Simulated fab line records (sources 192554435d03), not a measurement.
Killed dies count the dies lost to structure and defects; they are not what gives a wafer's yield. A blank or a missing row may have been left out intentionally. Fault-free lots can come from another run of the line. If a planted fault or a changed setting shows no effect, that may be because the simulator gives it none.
fab line records    flow n5-finfet
[record] lots = 7  wafers = 21
route steps=1938 shown WELL_APT@21 FIN_CUT@160 DUMMY_GATE@224 SD_EPI_P@321 SD_ACTIVATION@330 SDB@368 HKMG_FIN@438 GATE_CUT@481 BEOL_M4@1111
start-h: the number of hours between the record's first day and the start of the first shown wafer of the lot    wait-h: hours since the lot's step before    " same as the row above    L1.1+2: several wafers, shown together as one row    - either no value or no given start    * or withheld: withheld    < > ~ a bound
route shown NAME@n: names a module that has steps shown in the file, with the first one's number in the route    usual: average and standard deviation across the fault-free wafers    same: alike in all rows    chamber/n: place in a boat    sites: each site's reading    _std_site: the standard deviation of these    _edge_site: mean of outer sites minus mean of inner sites    radius-mm: how far each site lies from the wafer's centre    mask NAME#n: copy n    behind: tool/chamber where the wafer was last shaped    hold: what put the lot on hold/how long, in hours/how the hold closed    device: transistor that didn't switch, given as n, p or np    end of line: tests of these same wafers at the route's end    a step with no rows: only its recipe    killed: not the wafer's yield, but the dies lost to structure and defects at the first sort    map: a wafer's dies, x killed, . not, _ none there
set.NAME: setting as actually run; set.NAME@STEP: the setting as run at that earlier step    model.NAME: the simulator's own value behind a step, which no gauge read
lots with deliberately changed settings; one table per step, one row per wafer
[[steps]]
[step N5_WELL_APT_COAT_02]
[recipe] spin-rpm = 1357  resist-thk-nm = 950
lot.wafer  tool            chamber  start-h  wait-h  set.spin-rpm  model.coat_of_WELL_APT_COAT_02.thk-nm
L080.2     litho-track-01  0        -        -       1357          950.6
L080.3     "               0        "        "       1357          954.3
L080.5     "               0        "        "       1357          951.1
L081.1     litho-track-01  0        -        -       1357          948.4
L081.3     "               0        "        "       1357          945.9
L081.4     "               0        "        "       1357          948
L082.1     litho-track-02  0        -        -       1357          945.9
L082.3     "               0        "        "       1417          929.7
L082.4     "               0        "        "       1417          928.5
L083.1     litho-track-03  0        -        -       1357          959
L083.4     "               0        "        "       1357          957.4
L083.6     "               0        "        "       1357          952.8
L088.3     litho-track-01  0        -        -       1357          950.9
L088.4     "               0        "        "       1357          950.1
L088.5     "               0        "        "       1357          950.2
L093.2     litho-track-03  0        -        -       1357          948.7
L093.4     "               0        "        "       1312          968.2
L093.5     "               0        "        "       1312          968.3
L094.1     litho-track-02  0        -        -       1357          949.2
L094.2     "               0        "        "       1357          950.1
L094.5     "               0        "        "       1357          951.3
[step N5_FIN_CUT_EXPOSE_05]
[recipe] mask-id = FIN_CUT  na = 0.33  source-shape = annular  sigma-inner = 0.35  sigma-outer = 0.8  polarization = unpolarized  dose-mj = 45.75
lot.wafer   tool            chamber  start-h  wait-h  mask       set.dose-mj
L080.2+3    euv-scanner-01  0        63.00    -       FIN_CUT#0  47.58
L080.5      "               0        "        "       FIN_CUT#0  45.75
L081.1+3+4  euv-scanner-01  0        69.45    -       FIN_CUT#0  45.75
L082.1      euv-scanner-02  0        75.27    -       FIN_CUT#0  45.75
L082.3+4    "               0        "        "       FIN_CUT#0  48.77
L083.1+4    euv-scanner-02  0        82.07    -       FIN_CUT#0  45.75
L083.6      "               0        "        "       FIN_CUT#0  44.03
L088.3+4    euv-scanner-02  0        110.04   -       FIN_CUT#0  45.75
L088.5      "               0        "        "       FIN_CUT#0  42.86
L093.2      euv-scanner-02  0        141.41   -       FIN_CUT#0  46.8
L093.4+5    "               0        "        "       FIN_CUT#0  45.75
L094.1+2    euv-scanner-02  0        147.26   -       FIN_CUT#0  44.56
L094.5      "               0        "        "       FIN_CUT#0  45.75
[step N5_FIN_CUT_PEB_06]
[recipe] peb-temp-c = 100  peb-time-s = 60  resist = CAR-EUV
[step N5_FIN_CUT_DEVELOP_07]
[recipe] develop-time-s = 30  developer = TMAH  resist = CAR-EUV  rinse-liquid = surfactant-rinse  dry = air-spin  dev-temp-c = 23
[step N5_FIN_CUT_CD_MEAS_08]
[recipe] target-cd-nm = 29.1  landing-energy-ev = 500  detector = se-inlens  polarity = opening
[usual] cd-nm = 29.11/0.23
lot.wafer  tool       chamber  start-h  wait-h  set.dose-mj@FIN_CUT_EXPOSE_05  cd-nm
L080.2     cd-sem-01  0        63.13    -       47.58                          29.76
L080.3     "          0        "        "       47.58                          29.97
L080.5     "          0        "        "       45.75                          28.98
L081.1     cd-sem-03  0        69.59    -       45.75                          29.16
L081.3     "          0        "        "       45.75                          29.11
L081.4     "          0        "        "       45.75                          29.24
L082.1     cd-sem-03  0        75.40    -       45.75                          28.99
L082.3     "          0        "        "       48.77                          30.13
L082.4     "          0        "        "       48.77                          30.34
L083.1     cd-sem-03  0        82.21    -       45.75                          28.93
L083.4     "          0        "        "       45.75                          28.65
L083.6     "          0        "        "       44.03                          28.50
L088.3     cd-sem-01  0        110.16   -       45.75                          28.52
L088.4     "          0        "        "       45.75                          29.03
L088.5     "          0        "        "       42.86                          27.42
L093.2     cd-sem-03  0        141.54   -       46.8                           29.47
L093.4     "          0        "        "       45.75                          29.26
L093.5     "          0        "        "       45.75                          29.64
L094.1     cd-sem-03  0        147.40   -       44.56                          28.63
L094.2     "          0        "        "       44.56                          28.65
L094.5     "          0        "        "       45.75                          29.24
[step N5_FIN_CUT_ETCH_30]
[recipe] chemistry = N2/H2  target = underlayer  target-depth-a = 130  mask-material = CAR-EUV  time-s = 10.4  ion-energy-ev = 200  pressure-mtorr = 30  source-w = 840  bias-w = 150  n2-flow-sccm = 200  h2-flow-sccm = 200  ends = cleared
lot.wafer  tool         chamber  start-h  wait-h  set.target-depth-a  set.dose-mj@FIN_CUT_EXPOSE_05  model.FIN_CUT.cd-offset-nm
L080.2     rie-diel-02  2        63.29    0.0     130                 47.58                          0.4
L080.3     "            1        "        "       137.2               47.58                          0.4
L080.5     "            3        "        "       130                 45.75                          -0.2
L081.1     rie-diel-01  3        69.81    0.0     130                 45.75                          0.2
L081.3+4   "            0        "        "       130                 45.75                          -0.4
L082.1     rie-diel-03  3        75.60    0.0     130                 45.75                          -0.4
L082.3     "            0        "        "       130                 48.77                          1.2
L082.4     "            2        "        "       144.2               48.77                          1
L083.1     rie-diel-03  3        82.36    0.0     135.7               45.75                          -0.4
L083.4     "            1        "        "       130                 45.75                          -0.4
L083.6     "            1        "        "       135.7               44.03                          -0.8
L088.3     rie-diel-02  3        110.31   0.0     116.5               45.75                          -0.2
L088.4     "            0        "        "       130                 45.75                          -0.2
L088.5     "            1        "        "       116.5               42.86                          -1.4
L093.2     rie-diel-03  1        141.69   0.0     130                 46.8                           0.2
L093.4     "            0        "        "       145.7               45.75                          0.6
L093.5     "            2        "        "       145.7               45.75                          0
L094.1     rie-diel-03  0        147.56   0.0     130                 44.56                          -0.2
L094.2     "            3        "        "       130                 44.56                          -0.6
L094.5     "            3        "        "       130                 45.75                          -0.2
[step N5_DUMMY_GATE_COAT_28]
[recipe] resist = underlayer  temp-c = 205  time-s = 60  spin-rpm = 1500  resist-thk-nm = 10
lot.wafer   tool            chamber  start-h  wait-h  set.spin-rpm  model.underlayer_of_DUMMY_GATE_COAT_28.thk-nm
L080.2+3+5  litho-track-05  0        -        -       1500          10
L081.1+3+4  litho-track-01  0        -        -       1500          10
L082.1+3+4  litho-track-04  0        -        -       1500          10
L083.1      litho-track-05  0        -        -       1658          9.6
L083.4+6    "               0        "        "       1500          10
L088.3+4    litho-track-05  0        -        -       1402          10.4
L088.5      "               0        "        "       1500          10
L093.2      litho-track-01  0        -        -       1640          9.6
L093.4+5    "               0        "        "       1500          10
L094.1+2    litho-track-04  0        -        -       1625          9.6
L094.5      "               0        "        "       1500          10
[step N5_SD_EPI_P_EPI_21]
[recipe] material = SiGe:B  dopant = B  temp-c = 550  pressure-torr = 20  ambient = H2  time-s = 355
lot.wafer  tool          chamber  start-h  wait-h  set.epi-growth-time-s  model.SiGe-B_of_SD_EPI_P_EPI_21.thk-nm
L080.2     epi-rpcvd-03  0        92.24    0.5     338                    60.4
L080.3     "             0        "        "       355                    61.2
L080.5     "             0        "        "       338                    59.2
L081.1     epi-rpcvd-03  0        97.34    0.1     355                    62.4
L081.3     "             0        "        "       355                    61.2
L081.4     "             0        "        "       355                    60.6
L082.1+3   epi-rpcvd-01  0        107.66   0.1     355                    60.6
L082.4     "             0        108.74   1.1     355                    61.2
L083.1     epi-rpcvd-04  0        109.63   0.1     340                    58.8
L083.4     "             0        110.71   1.1     340                    59.6
L083.6     "             0        "        "       355                    61.2
L088.3     epi-rpcvd-03  0        141.18   1.1     331                    58.4
L088.4     "             0        "        "       331                    58.6
L088.5     "             0        "        "       355                    62.8
L093.2     epi-rpcvd-04  0        170.62   0.6     355                    61
L093.4     "             0        "        "       388.3                  64.4
L093.5     "             0        "        "       355                    60.6
L094.1     epi-rpcvd-01  0        174.26   0.1     373.9                  61.6
L094.2     "             0        "        "       355                    59.8
L094.5     "             0        175.70   1.5     373.9                  62.4
[step N5_SD_EPI_P_HM_STRIP_48]
[recipe] chemistry = H3PO4  temp-c = 160  material = SiNx  target = SiNx  target-depth-a = 30  overetch-fraction = 0.3
lot.wafer  tool          chamber  start-h  wait-h  set.epi-growth-time-s@SD_EPI_P_EPI_21  model.SiGe-B_of_SD_EPI_P_EPI_21.thk-nm
L080.2     wet-bench-06  5        94.12    0.0     338                                    60.2
L080.3     "             3        "        "       355                                    61
L080.5     "             7        "        "       338                                    59
L081.1     wet-bench-02  4        99.58    0.0     355                                    62
L081.3     "             6        "        "       355                                    60.8
L081.4     "             5        "        "       355                                    60.2
L082.1+3   wet-bench-06  3,0      109.89   0.0     355                                    60.4
L082.4     "             5        "        "       355                                    60.8
L083.1     wet-bench-06  6        111.88   0.0     340                                    58.4
L083.4     "             0        "        "       340                                    59.4
L083.6     "             7        "        "       355                                    60.8
L088.3     wet-bench-06  2        143.17   0.0     331                                    58.2
L088.4     "             7        "        "       331                                    58.4
L088.5     "             6        "        "       355                                    62.4
L093.2     wet-bench-01  1        173.11   0.0     355                                    60.8
L093.4     "             2        "        "       388.3                                  64
L093.5     "             0        "        "       355                                    60.2
L094.1     wet-bench-02  7        176.51   0.0     373.9                                  61.2
L094.2     "             5        "        "       355                                    59.6
L094.5     "             2        "        "       373.9                                  62
[step N5_SD_EPI_P_SRD_49]
[recipe] dry = ipa-marangoni  time-s = 30  temp-c = 23  rinse-liquid = diw
[step N5_SD_EPI_P_PRECLEAN_24]
[recipe] chemistry = O3/DIW  time-s = 45  temp-c = 22  o3-ppm = 10
[step N5_SD_ACTIVATION_RTA_00]
[recipe] temp-c = 975  time-s = 0  ambient = N2  idle-temp-c = 600  ramp-up-c-per-s = 150  ramp-down-c-per-s = 60  cool-to-c = 600
[step N5_SD_ACTIVATION_LSA_01]
[recipe] temp-c = 1080  time-s = 0.0008  ambient = N2
[step N5_SD_ACTIVATION_RS_MEAS_03]
[recipe] thk-meas-gauge = four-point-probe
[usual] RS_SD_N = 21.81/0.27  RS_SD_P = 56.0/1.2
lot.wafer  tool           chamber  start-h  wait-h  set.epi-growth-time-s@SD_EPI_P_EPI_21  RS_SD_N[ohm/sq]  RS_SD_P[ohm/sq]
L080.2     film-metro-02  -        94.81    0.2     338                                    21.60            56.0
L080.3     "              -        "        "       355                                    21.46            55.2
L080.5     "              -        "        "       338                                    21.62            57.8
L081.1     film-metro-01  -        100.14   0.2     355                                    21.46            54.9
L081.3     "              -        "        "       355                                    21.55            55.6
L081.4     "              -        "        "       355                                    21.55            55.9
L082.1     film-metro-01  -        110.47   0.2     355                                    21.98            55.7
L082.3     "              -        "        "       355                                    21.81            55.9
L082.4     "              -        "        "       355                                    21.97            55.7
L083.1     film-metro-01  -        112.45   0.2     340                                    21.43            58.1
L083.4     "              -        "        "       340                                    21.52            56.9
L083.6     "              -        "        "       355                                    21.54            55.4
L088.3     film-metro-02  -        143.95   0.2     331                                    22.21            58.0
L088.4     "              -        "        "       331                                    22.24            57.9
L088.5     "              -        "        "       355                                    22.43            53.3
L093.2     film-metro-02  -        173.71   0.2     355                                    21.68            56.1
L093.4     "              -        "        "       388.3                                  21.61            53.2
L093.5     "              -        "        "       355                                    21.53            56.4
L094.1     film-metro-01  -        177.08   0.2     373.9                                  21.68            54.5
L094.2     "              -        "        "       355                                    21.79            56.3
L094.5     "              -        "        "       373.9                                  21.75            54.4
[step N5_SDB_ETCH_25]
[recipe] chemistry = C4F6/O2  target = SiO2  target-depth-a = 100  time-s = 3.3  ion-energy-ev = 250  mask-material = SiNx  pressure-mtorr = 30  source-w = 345  bias-w = 185  Ar_flow_sccm = 300  C4F6_flow_sccm = 10  O2_flow_sccm = 10
lot.wafer  tool         chamber  start-h  wait-h  set.time-s  model.etch.depth-nm
L080.2     rie-diel-05  2        103.06   0.0     3.493       10.82
L080.3     "            0        "        "       3.493       10.3
L080.5     "            3        "        "       3.3         9.998
L081.1     rie-diel-06  3        108.05   0.0     3.3         10.09
L081.3     "            2        "        "       3.3         10.01
L081.4     "            1        "        "       3.3         10.26
L082.1     rie-diel-06  2        118.18   0.0     2.704       8.174
L082.3     "            1        "        "       3.3         10.18
L082.4     "            0        "        "       2.704       7.911
L083.1     rie-diel-04  3        120.10   0.0     3.3         10.16
L083.4     "            1        "        "       3.3         9.972
L083.6     "            3        "        "       3.3         10.19
L088.3     rie-diel-06  3        151.65   0.1     3.79        11.62
L088.4     "            2        "        "       3.3         10.22
L088.5     "            3        "        "       3.79        11.64
L093.2     rie-diel-06  3        182.75   0.7     3.783       11.62
L093.4     "            0        "        "       3.783       11.16
L093.5     "            1        "        "       3.3         10.54
L094.1     rie-diel-04  1        185.24   0.4     3.978       11.9
L094.2     "            2        "        "       3.978       12.33
L094.5     "            3        "        "       3.978       12.21
[step N5_HKMG_FIN_ETCH_35]
[recipe] chemistry = N2/H2  target = SOC  target-depth-a = 2158  ion-energy-ev = 65  bias-w = 5  source-w = 3000  time-s = 243.4  pressure-mtorr = 30  n2-flow-sccm = 200  h2-flow-sccm = 200
[usual] rf-vpp-V = 141.9/0.96
lot.wafer  tool         chamber  start-h  wait-h  set.bias-w  rf-vpp-V
L080.2     rie-diel-06  0        112.42   0.0     5           139.9
L080.3     "            2        "        "       5.899       158.1
L080.5     "            2        "        "       5           141.4
L081.1     rie-diel-04  3        118.26   0.0     5           142.1
L081.3     "            1        "        "       5           142.3
L081.4     "            0        "        "       5           142.6
L082.1     rie-diel-04  1        127.23   0.0     5.545       152.1
L082.3     "            0        "        "       5           141.8
L082.4     "            2        "        "       5           142.4
L083.1     rie-diel-05  3        129.75   0.0     5           142.3
L083.4     "            3        "        "       5           141.6
L083.6     "            1        "        "       5           143.4
L088.3     rie-diel-06  3        160.67   0.0     5           141.8
L088.4     "            2        "        "       5           142.5
L088.5     "            0        "        "       5           139.7
L093.2     rie-diel-06  0        192.31   0.0     5           139.5
L093.4     "            2        "        "       5           142.2
L093.5     "            3        "        "       5           141.3
L094.1     rie-diel-04  1        193.77   0.0     5.556       152.8
L094.2     "            3        "        "       5.556       151.7
L094.5     "            2        "        "       5           142.1
[step N5_HKMG_FIN_NWFM_ALD_20]
[recipe] material = TiAlC  target-thk-a = 20  temp-c = 300  ald-precursor-family = TiCl4  ald-co-reactant = TEA  pulse-time-s = 3  purge-time-s = 2  co-reactant-purge-time-s = 2  co-reactant-pulse-time-s = 10  ald-cycles = 7  pressure-torr = 3
lot.wafer   tool          chamber  start-h  wait-h  set.ald-cycles
L080.2+3    ald-metal-04  3,1      114.10   0.3     8
L080.5      "             0        "        "       7
L081.1+3+4  ald-metal-03  0,2,1    119.97   0.3     7
L082.1+3+4  ald-metal-04  2,0,3    128.88   0.3     7
L083.1+6    ald-metal-04  3,0      131.41   0.3     8
L083.4      "             1        "        "       7
L088.3+4+5  ald-metal-04  0,2,0    162.32   0.1     7
L093.2      ald-metal-02  2        194.02   0.3     8
L093.4+5    "             0,3      "        "       7
L094.1+2+5  ald-metal-02  0,3,1    195.80   0.3     7
[step N5_GATE_CUT_COAT_07]
[recipe] resist = CAR-EUV  spin-rpm = 1500  resist-thk-nm = 30
lot.wafer   tool            chamber  start-h  wait-h  set.spin-rpm  model.CAR-EUV_of_GATE_CUT_COAT_07.thk-nm
L080.2      litho-track-01  0        -        -       1500          30
L080.3+5    "               0        "        "       1567          29.4
L081.1+4    litho-track-04  0        -        -       1500          29.8
L081.3      "               0        "        "       1500          30
L082.1+4    litho-track-01  0        -        -       1500          30
L082.3      "               0        "        "       1500          29.8
L083.1      litho-track-04  0        -        -       1367          31.4
L083.4+6    "               0        "        "       1500          30
L088.3+5    litho-track-04  0        -        -       1346          31.6
L088.4      "               0        "        "       1500          30
L093.2+4+5  litho-track-04  0        -        -       1500          30
L094.1      litho-track-05  0        -        -       1500          29.8
L094.2+5    "               0        "        "       1655          28.4
[step N5_GATE_CUT_EXPOSE_10]
[recipe] mask-id = GATE_CUT  na = 0.33  source-shape = annular  sigma-inner = 0.35  sigma-outer = 0.8  polarization = unpolarized  target-cd-nm = 20  dose-mj = 43.25
lot.wafer   tool            chamber  start-h  wait-h  mask        set.dose-mj
L080.2+5    euv-scanner-02  0        120.35   -       GATE_CUT#0  45.21
L080.3      "               0        "        "       GATE_CUT#0  43.25
L081.1+3+4  euv-scanner-02  0        126.42   -       GATE_CUT#0  43.25
L082.1+3    euv-scanner-01  0        134.91   -       GATE_CUT#0  41.27
L082.4      "               0        "        "       GATE_CUT#0  43.25
L083.1      euv-scanner-02  0        137.64   -       GATE_CUT#0  43.25
L083.4+6    "               0        "        "       GATE_CUT#0  45.17
L088.3+5    euv-scanner-02  0        168.57   -       GATE_CUT#0  43.25
L088.4      "               0        "        "       GATE_CUT#0  45.19
L093.2+5    euv-scanner-01  0        200.29   -       GATE_CUT#0  43.25
L093.4      "               0        "        "       GATE_CUT#0  42.23
L094.1+5    euv-scanner-01  0        201.78   -       GATE_CUT#0  44.62
L094.2      "               0        "        "       GATE_CUT#0  43.25
[step N5_GATE_CUT_PEB_11]
[recipe] peb-temp-c = 100  peb-time-s = 60  resist = CAR-EUV
[step N5_GATE_CUT_DEVELOP_12]
[recipe] develop-time-s = 30  developer = TMAH  resist = CAR-EUV  rinse-liquid = surfactant-rinse  dry = air-spin  dev-temp-c = 23
lot.wafer  tool            chamber  start-h  wait-h  set.spin-rpm@GATE_CUT_COAT_07  model.CAR-EUV_of_GATE_CUT_COAT_07.thk-nm
L080.2     litho-track-01  0        -        -       1500                           29.6
L080.3     "               0        "        "       1567                           28.8
L080.5     "               0        "        "       1567                           29
L081.1+4   litho-track-04  0        -        -       1500                           29.4
L081.3     "               0        "        "       1500                           29.6
L082.1     litho-track-05  0        -        -       1500                           29.6
L082.3+4   "               0        "        "       1500                           29.4
L083.1     litho-track-05  0        -        -       1367                           30.8
L083.4+6   "               0        "        "       1500                           29.4
L088.3+5   litho-track-04  0        -        -       1346                           31.2
L088.4     "               0        "        "       1500                           29.4
L093.2+4   litho-track-05  0        -        -       1500                           29.6
L093.5     "               0        "        "       1500                           29.4
L094.1     litho-track-05  0        -        -       1500                           29.4
L094.2+5   "               0        "        "       1655                           28
[step N5_GATE_CUT_CD_MEAS_13]
[recipe] target-cd-nm = 20  landing-energy-ev = 500  detector = se-inlens
[usual] cd-nm = 20.07/0.28
lot.wafer  tool       chamber  start-h  wait-h  set.dose-mj@GATE_CUT_EXPOSE_10  cd-nm
L080.2     cd-sem-03  0        120.48   -       45.21                           21.25
L080.3     "          0        "        "       43.25                           20.30
L080.5     "          0        "        "       45.21                           21.19
L081.1     cd-sem-01  0        126.55   -       43.25                           20.35
L081.3     "          0        "        "       43.25                           20.76
L081.4     "          0        "        "       43.25                           19.95
L082.1     cd-sem-02  0        135.04   -       41.27                           18.83
L082.3     "          0        "        "       41.27                           19.24
L082.4     "          0        "        "       43.25                           19.63
L083.1     cd-sem-03  0        137.78   -       43.25                           19.77
L083.4     "          0        "        "       45.17                           20.61
L083.6     "          0        "        "       45.17                           20.84
L088.3     cd-sem-03  0        168.69   -       43.25                           20.15
L088.4     "          0        "        "       45.19                           21.40
L088.5     "          0        "        "       43.25                           20.14
L093.2     cd-sem-02  0        200.42   -       43.25                           20.58
L093.4     "          0        "        "       42.23                           19.65
L093.5     "          0        "        "       43.25                           19.96
L094.1     cd-sem-02  0        201.91   -       44.62                           20.71
L094.2     "          0        "        "       43.25                           20.12
L094.5     "          0        "        "       44.62                           20.43
[step N5_GATE_CUT_DESCUM_18]
[recipe] chemistry = O2  time-s = 7  source-power-w = 50  bias-power-w = 20  pressure-mtorr = 20  rf-frequency-hz = 2.712e+07  temp-c = 40  resist = CAR-EUV  o2-flow-sccm = 225
lot.wafer  tool         chamber  start-h  wait-h  set.dose-mj@GATE_CUT_EXPOSE_10  model.GATE_CUT.cd-nm
L080.2     rie-diel-01  1        120.60   0.0     45.21                           21
L080.3     "            0        "        "       43.25                           20.2
L080.5     "            2        "        "       45.21                           21.2
L081.1+3   rie-diel-01  0,3      126.68   0.0     43.25                           20.6
L081.4     "            1        "        "       43.25                           20.2
L082.1     rie-diel-02  3        135.22   0.1     41.27                           18.6
L082.3     "            2        "        "       41.27                           18.8
L082.4     "            1        "        "       43.25                           19.8
L083.1     rie-diel-02  0        137.90   0.0     43.25                           19.8
L083.4     "            2        "        "       45.17                           20.4
L083.6     "            0        "        "       45.17                           20.8
L088.3+5   rie-diel-02  0,1      168.89   0.1     43.25                           20.2
L088.4     "            0        "        "       45.19                           21.2
L093.2+5   rie-diel-01  1,3      200.54   0.0     43.25                           20.2
L093.4     "            2        "        "       42.23                           19.8
L094.1+5   rie-diel-02  1,3      202.22   0.2     44.62                           20.4
L094.2     "            2        "        "       43.25                           19.8
[step N5_GATE_CUT_ETCH_28]
[recipe] chemistry = N2/H2  target = underlayer  target-depth-a = 130  mask-material = CAR-EUV  time-s = 10.4  ion-energy-ev = 200  pressure-mtorr = 30  source-w = 840  bias-w = 150  n2-flow-sccm = 200  h2-flow-sccm = 200  ends = cleared
lot.wafer  tool         chamber  start-h  wait-h  set.spin-rpm@GATE_CUT_COAT_07  model.CAR-EUV_of_GATE_CUT_COAT_07.thk-nm
L080.2     rie-diel-01  1        120.63   0.0     1500                           14.6
L080.3+5   "            0,2      "        "       1567                           14
L081.1     rie-diel-01  0        126.71   0.0     1500                           14.4
L081.3+4   "            3,1      "        "       1500                           14.6
L082.1     rie-diel-02  3        135.26   0.0     1500                           15
L082.3     "            2        "        "       1500                           14.6
L082.4     "            1        "        "       1500                           14.4
L083.1     rie-diel-02  0        137.93   0.0     1367                           15.8
L083.4     "            2        "        "       1500                           14.6
L083.6     "            0        "        "       1500                           14.4
L088.3+5   rie-diel-02  0,1      168.93   0.0     1346                           16.2
L088.4     "            0        "        "       1500                           14.4
L093.2+4   rie-diel-01  1,2      200.57   0.0     1500                           14.8
L093.5     "            3        "        "       1500                           14.6
L094.1     rie-diel-02  1        202.25   0.0     1500                           14.4
L094.2     "            2        "        "       1655                           13.2
L094.5     "            3        "        "       1655                           13.4
[step N5_GATE_CUT_ETCH_36]
[recipe] chemistry = CF4  target = SiARC  target-depth-a = 130  mask-material = CAR-EUV  time-s = 21.7  ion-energy-ev = 80  pressure-mtorr = 40  source-w = 545  bias-w = 36  Ar_flow_sccm = 100  cf4-flow-sccm = 100  ends = cleared
lot.wafer  tool         chamber  start-h  wait-h  set.dose-mj@GATE_CUT_EXPOSE_10  model.GATE_CUT.cd-nm
L080.2     rie-diel-01  1        120.65   0.0     45.21                           21
L080.3     "            0        "        "       43.25                           20.2
L080.5     "            2        "        "       45.21                           21.2
L081.1     rie-diel-01  0        126.73   0.0     43.25                           20.4
L081.3     "            3        "        "       43.25                           20.6
L081.4     "            1        "        "       43.25                           20.2
L082.1     rie-diel-02  3        135.27   0.0     41.27                           18.6
L082.3     "            2        "        "       41.27                           18.8
L082.4     "            1        "        "       43.25                           19.8
L083.1     rie-diel-02  0        137.95   0.0     43.25                           19.8
L083.4     "            2        "        "       45.17                           20.4
L083.6     "            0        "        "       45.17                           21
L088.3     rie-diel-02  0        168.95   0.0     43.25                           20
L088.4     "            0        "        "       45.19                           21.2
L088.5     "            1        "        "       43.25                           20.2
L093.2+5   rie-diel-01  1,3      200.59   0.0     43.25                           20.4
L093.4     "            2        "        "       42.23                           20
L094.1     rie-diel-02  1        202.27   0.0     44.62                           20.6
L094.2     "            2        "        "       43.25                           19.8
L094.5     "            3        "        "       44.62                           20.4
[step N5_BEOL_M4_RC_MEAS_101]
[usual] VT_N = 249/3.6
lot.wafer  tool       chamber  start-h  wait-h  set.ald-cycles@HKMG_FIN_NWFM_ALD_20  VT_N[mV]
L080.2     prober-01  0        198.62   0.3     8                                    230
L080.3     "          0        "        "       8                                    233
L080.5     "          0        "        "       7                                    249
L081.1     prober-02  0        199.62   0.0     7                                    250
L081.3     "          0        "        "       7                                    251
L081.4     "          0        "        "       7                                    249
L082.1     prober-02  0        232.92   0.0     7                                    255
L082.3     "          0        "        "       7                                    252
L082.4     "          0        "        "       7                                    252
L083.1     prober-01  0        233.68   0.0     8                                    236
L083.4     "          0        "        "       7                                    250
L083.6     "          0        "        "       8                                    231
L088.3     prober-01  0        269.14   0.3     7                                    245
L088.4     "          0        "        "       7                                    247
L088.5     "          0        "        "       7                                    250
L093.2     prober-02  0        308.42   0.2     8                                    224
L093.4     "          0        "        "       7                                    250
L093.5     "          0        "        "       7                                    248
L094.1     prober-02  0        318.63   0.0     7                                    244
L094.2     "          0        "        "       7                                    249
L094.5     "          0        "        "       7                                    253
[[key]]
[split] step = N5_WELL_APT_COAT_02  setting = spin-rpm  stated = 1357  by = wafer
[response] step = N5_WELL_APT_COAT_02  reading = model.coat_of_WELL_APT_COAT_02.thk-nm  change = -4.56  per = 1%  r = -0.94
[split] step = N5_FIN_CUT_EXPOSE_05  setting = dose-mj  stated = 45.75  by = wafer
[response] step = N5_FIN_CUT_CD_MEAS_08  reading = cd-nm  change = +0.183  per = 1%  r = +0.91
[response] step = N5_FIN_CUT_ETCH_30  reading = model.FIN_CUT.cd-offset-nm  change = +0.173  per = 1%  r = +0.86
[split] step = N5_FIN_CUT_ETCH_30  setting = target-depth-a  stated = 130  by = wafer
response none clear
[split] step = N5_DUMMY_GATE_COAT_28  setting = spin-rpm  stated = 1500  by = wafer
[response] step = N5_DUMMY_GATE_COAT_28  reading = model.underlayer_of_DUMMY_GATE_COAT_28.thk-nm  change = -0.0448  per = 1%  r = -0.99
[split] step = N5_SD_EPI_P_EPI_21  setting = epi-growth-time-s  stated = 355  by = wafer
[response] step = N5_SD_EPI_P_EPI_21  reading = model.SiGe-B_of_SD_EPI_P_EPI_21.thk-nm  change = +0.442  per = 1%  r = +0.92
[response] step = N5_SD_EPI_P_HM_STRIP_48  reading = model.SiGe-B_of_SD_EPI_P_EPI_21.thk-nm  change = +0.424  per = 1%  r = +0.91
[response] step = N5_SD_ACTIVATION_RS_MEAS_03  reading = RS_SD_P  change = -0.429  per = 1%  r = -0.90
[split] step = N5_SDB_ETCH_25  setting = time-s  stated = 3.3  by = wafer
[response] step = N5_SDB_ETCH_25  reading = model.etch.depth-nm  change = +0.0947  per = 1%  r = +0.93
[split] step = N5_HKMG_FIN_ETCH_35  setting = bias-w  stated = 5  by = wafer
[response] step = N5_HKMG_FIN_ETCH_35  reading = rf-vpp-V  change = +0.948  per = 1%  r = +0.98
[split] step = N5_HKMG_FIN_NWFM_ALD_20  setting = ald-cycles  stated = 7  by = wafer
[response] step = N5_BEOL_M4_RC_MEAS_101  reading = VT_N  slope = -1.37  per = 1%  together-with = none  explained = 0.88
[split] step = N5_GATE_CUT_COAT_07  setting = spin-rpm  stated = 1500  by = wafer
[response] step = N5_GATE_CUT_COAT_07  reading = model.CAR-EUV_of_GATE_CUT_COAT_07.thk-nm  change = -0.148  per = 1%  r = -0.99
[response] step = N5_GATE_CUT_DEVELOP_12  reading = model.CAR-EUV_of_GATE_CUT_COAT_07.thk-nm  change = -0.156  per = 1%  r = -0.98
[response] step = N5_GATE_CUT_ETCH_28  reading = model.CAR-EUV_of_GATE_CUT_COAT_07.thk-nm  change = -0.142  per = 1%  r = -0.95
[split] step = N5_GATE_CUT_EXPOSE_10  setting = dose-mj  stated = 43.25  by = wafer
[response] step = N5_GATE_CUT_CD_MEAS_13  reading = cd-nm  change = +0.203  per = 1%  r = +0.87
[response] step = N5_GATE_CUT_DESCUM_18  reading = model.GATE_CUT.cd-nm  change = +0.206  per = 1%  r = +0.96
[response] step = N5_GATE_CUT_ETCH_36  reading = model.GATE_CUT.cd-nm  change = +0.219  per = 1%  r = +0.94
